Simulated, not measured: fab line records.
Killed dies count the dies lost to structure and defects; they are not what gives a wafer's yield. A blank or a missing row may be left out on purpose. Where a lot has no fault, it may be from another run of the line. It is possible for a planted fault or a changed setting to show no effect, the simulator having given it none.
Tool commonality check / flow nand harc / Sampled: 3 lots, 9 wafers

REASON IT WAS OPENED
At NHARC_END_SORT_01 the reading killed at array is flagged on 2 of 3 lots. Wafers without a fault read 55, standard deviation 17.
Rule: a lot is flagged in two cases, either no wafer of it has a number, or all its wafers with numbers fall more than 4 standard deviations from that mean. The rest of the lots are taken to be sound.

lot=L216; measured=day 24 20:43; on=prober-01; killed at array, wafer by wafer=667 668 673; flag=FLAGGED
lot=L217; measured=day 27 07:40; on=prober-01; killed at array, wafer by wafer=669 667 670; flag=FLAGGED
lot=L220; measured=day 28 00:06; on=prober-01; killed at array, wafer by wafer=78 73 84; flag=
Average over the flagged lots: 669; offset from the usual +614, equal to +36 standard deviations.

WHICH TOOL RAN EACH LOT
Before the reading, the record contains 4 process steps out of a 1302-step route. Read each cell as the tool, then ch plus the chambers that the sampled wafers visited, then the start.
lot=L216; flag=FLAGGED; NHARC_A_CHANNEL_HOLE_D2_ETCH_21=har etch-01 ch 0,1, day 13 22:11; NHARC_A_CHANNEL_HOLE_D2_STRIP_28=rie diel-11 ch 1,2,3, day 14 02:37; NHARC_A_CHANNEL_FILL_D2_ALD_03=no row; NHARC_A_CHANNEL_FILL_D2_ALD_14=no row
lot=L217; flag=FLAGGED; NHARC_A_CHANNEL_HOLE_D2_ETCH_21=har etch-02 ch 0,1, day 14 13:47; NHARC_A_CHANNEL_HOLE_D2_STRIP_28=rie diel-11 ch 0,1, day 14 18:10; NHARC_A_CHANNEL_FILL_D2_ALD_03=no row; NHARC_A_CHANNEL_FILL_D2_ALD_14=no row
lot=L220; flag=; NHARC_A_CHANNEL_HOLE_D2_ETCH_21=har etch-02 ch 0,1, day 16 04:22; NHARC_A_CHANNEL_HOLE_D2_STRIP_28=rie diel-12 ch 0,3, day 16 08:41; NHARC_A_CHANNEL_FILL_D2_ALD_03=ald sin batch-01 ch 0, day 16 16:43 or earlier; NHARC_A_CHANNEL_FILL_D2_ALD_14=ald hk-04 ch 0,1,3, day 16 16:43
What these steps do:
- NHARC_A_CHANNEL_HOLE_D2_ETCH_21: etches the open film in C4F8/O2/Ar, time 514.3 s, target depth 1600 nm.
- NHARC_A_CHANNEL_HOLE_D2_STRIP_28: strips in O2.
- NHARC_A_CHANNEL_FILL_D2_ALD_03: deposits SiNx, target thk 6 nm, pulse time 60 s, ald cycles 58.
- NHARC_A_CHANNEL_FILL_D2_ALD_14: deposits SiO2, target thk 2.5 nm, pulse time 10 s, ald cycles 25.
- NHARC_END_SORT_01

FLAGGED AGAINST TOTAL, ONE TOOL AT A TIME (gauges that did the reading follow at the end)
step=NHARC_A_CHANNEL_HOLE_D2_ETCH_21; tool=har etch-01; lots run=1; flagged=1; share of the flagged lots=some; sound lots run after its first flagged lot=0
step=NHARC_A_CHANNEL_HOLE_D2_ETCH_21; tool=har etch-02; lots run=2; flagged=1; share of the flagged lots=some; sound lots run after its first flagged lot=1 (L220)
step=NHARC_A_CHANNEL_HOLE_D2_STRIP_28; tool=rie diel-11; lots run=2; flagged=2; share of the flagged lots=all; sound lots run after its first flagged lot=0
step=NHARC_A_CHANNEL_HOLE_D2_STRIP_28; tool=rie diel-12; lots run=1; flagged=0; share of the flagged lots=none; sound lots run after its first flagged lot=-
step=NHARC_A_CHANNEL_FILL_D2_ALD_03; tool=ald sin batch-01; lots run=1; flagged=0; share of the flagged lots=none; sound lots run after its first flagged lot=-
step=NHARC_A_CHANNEL_FILL_D2_ALD_14; tool=ald hk-04; lots run=1; flagged=0; share of the flagged lots=none; sound lots run after its first flagged lot=-
step=NHARC_END_SORT_01; tool=prober-01; lots run=3; flagged=2; share of the flagged lots=all; sound lots run after its first flagged lot=1 (L220)
Because NHARC_A_CHANNEL_FILL_D2_ALD_03 lacks a start for some lots, the hours and order of its lots are taken from NHARC_A_CHANNEL_FILL_D2_ALD_14.

WHAT IS ALLOWED BY THE TABLE
Rows of the table that ran all the flagged lots, 2 in number: rie diel-11 at NHARC_A_CHANNEL_HOLE_D2_STRIP_28; prober-01 at NHARC_END_SORT_01.
- rie diel-11 at NHARC_A_CHANNEL_HOLE_D2_STRIP_28: 2 of its 2 lots flagged. With no sound lot run before its first flagged lot in this sample, there is nothing to narrow down the start.
- prober-01 at NHARC_END_SORT_01: 2 of its 3 lots flagged. Lots that were sound ran on it after the first flagged one (L220); a persistent fault on the entire tool would not allow that.
rie diel-11 at NHARC_A_CHANNEL_HOLE_D2_STRIP_28 is the single tool remaining.

WHAT WAS PUT IN BY THE SIMULATOR
Beginning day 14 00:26, the whole step at NHARC_A_CHANNEL_HOLE_D2_STRIP_28 was skipped on rie diel-11. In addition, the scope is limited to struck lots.
Struck lots among those shown: L216, L217. The same result came from the rule above.
